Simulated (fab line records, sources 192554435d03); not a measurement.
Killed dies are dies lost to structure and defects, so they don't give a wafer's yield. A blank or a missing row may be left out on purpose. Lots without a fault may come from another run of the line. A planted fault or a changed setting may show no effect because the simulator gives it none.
Chamber matching | flow n5_finfet | N5_BEOL_M14_ILD_DEP_00 on pecvd-04: 3 sister chambers
The step deposits SiO2 from TEOS/O2, target thk 1119.3 nm, time 237.4 s. 6 wafers are shown with their chamber, then 7 later ones without.

WAFERS WITH THEIR CHAMBER
wafer  | chamber | showerhead_plenum_p_Torr (Torr) | throttle_valve_pct (%)
L089.6 | 2       | 8.30                            | 19.6
L094.1 | 2       | 8.31                            | 19.5
L094.2 | 1       | 8.42                            | 18.4
L094.4 | 0       | 8.29                            | 19.1
L093.1 | 1       | 8.40                            | 18.3
L093.2 | 0       | 8.30                            | 19.1

WAFERS WITHOUT THEIR CHAMBER
wafer  | showerhead_plenum_p_Torr (Torr) | throttle_valve_pct (%)
L093.5 | 8.32                            | 19.6
L096.2 | 8.38                            | 18.5
L096.5 | 8.31                            | 19.1
L096.6 | 8.39                            | 18.3
L097.1 | 8.30                            | 19.7
L097.4 | 8.30                            | 19.3
L097.6 | 8.32                            | 19.6

WHICH CHAMBER EACH WENT THROUGH
wafer  | from the rows above     | in truth
L093.5 | 2                       | 2
L096.2 | 1                       | 1
L096.5 | 0                       | 0
L096.6 | 1                       | 1
L097.1 | 2                       | 2
L097.4 | can't be placed: 0 or 2 | 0
L097.6 | 2                       | 2
Placed correctly: 6 of 7. Can't be placed from these rows: 1 (the true chamber is among the candidates in 1). Placed wrongly: 0.
How it was worked out, from the rows above alone: a wafer's distance from a chamber is the root of the sum, over the readings, of the square of ((its reading less the chamber's mean) divided by the reading's scatter). The wafer belongs to the nearest chamber; if the next one is less than 2 further off, it can't be placed. A chamber's mean is the mean of its shown wafers. The scatter: the root of (the sum of the squares of (reading less its chamber's mean) over the shown wafers, divided by (wafers less chambers)).
